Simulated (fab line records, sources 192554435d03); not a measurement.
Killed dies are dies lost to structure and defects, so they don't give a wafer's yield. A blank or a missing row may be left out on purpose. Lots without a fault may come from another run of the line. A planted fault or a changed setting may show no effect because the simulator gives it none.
Chamber matching | flow n5_finfet | N5_BEOL_M15_DEP_53 on pecvd-04: 3 sister chambers
The step deposits SiCN from 3MS/NH3, target thk 50 nm, time 17.8 s. 3 wafers are shown with their chamber, then 9 later ones without.

WAFERS WITH THEIR CHAMBER
wafer  | chamber | throttle_valve_pct (%)
L089.2 | 2       | 18.3
L088.3 | 1       | 20.5
L088.6 | 0       | 18.3

WAFERS WITHOUT THEIR CHAMBER
wafer  | throttle_valve_pct (%)
L092.1 | 18.5
L092.2 | 18.2
L092.4 | 20.2
L094.1 | 18.6
L094.3 | 18.7
L094.4 | 18.0
L097.1 | 18.1
L097.5 | 20.0
L097.6 | 18.4

WHICH CHAMBER EACH WENT THROUGH
wafer  | from the rows above     | in truth
L092.1 | can't be placed: 0 or 2 | 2
L092.2 | can't be placed: 0 or 2 | 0
L092.4 | 1                       | 1
L094.1 | can't be placed: 0 or 2 | 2
L094.3 | can't be placed: 0 or 2 | 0
L094.4 | can't be placed: 0 or 2 | 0
L097.1 | can't be placed: 0 or 2 | 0
L097.5 | 1                       | 1
L097.6 | can't be placed: 0 or 2 | 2
Placed correctly: 2 of 9. Can't be placed from these rows: 7 (the true chamber is among the candidates in 7). Placed wrongly: 0.
How it was worked out, from the rows above alone: a wafer's distance from a chamber is the root of the sum, over the readings, of the square of ((its reading less the chamber's mean) divided by the reading's scatter). The wafer belongs to the nearest chamber; if the next one is less than 2 further off, it can't be placed. A chamber's mean is the mean of its shown wafers. The scatter: with one shown wafer a chamber, the root of the mean of the squares of how far each hidden wafer lies from its nearest shown one.
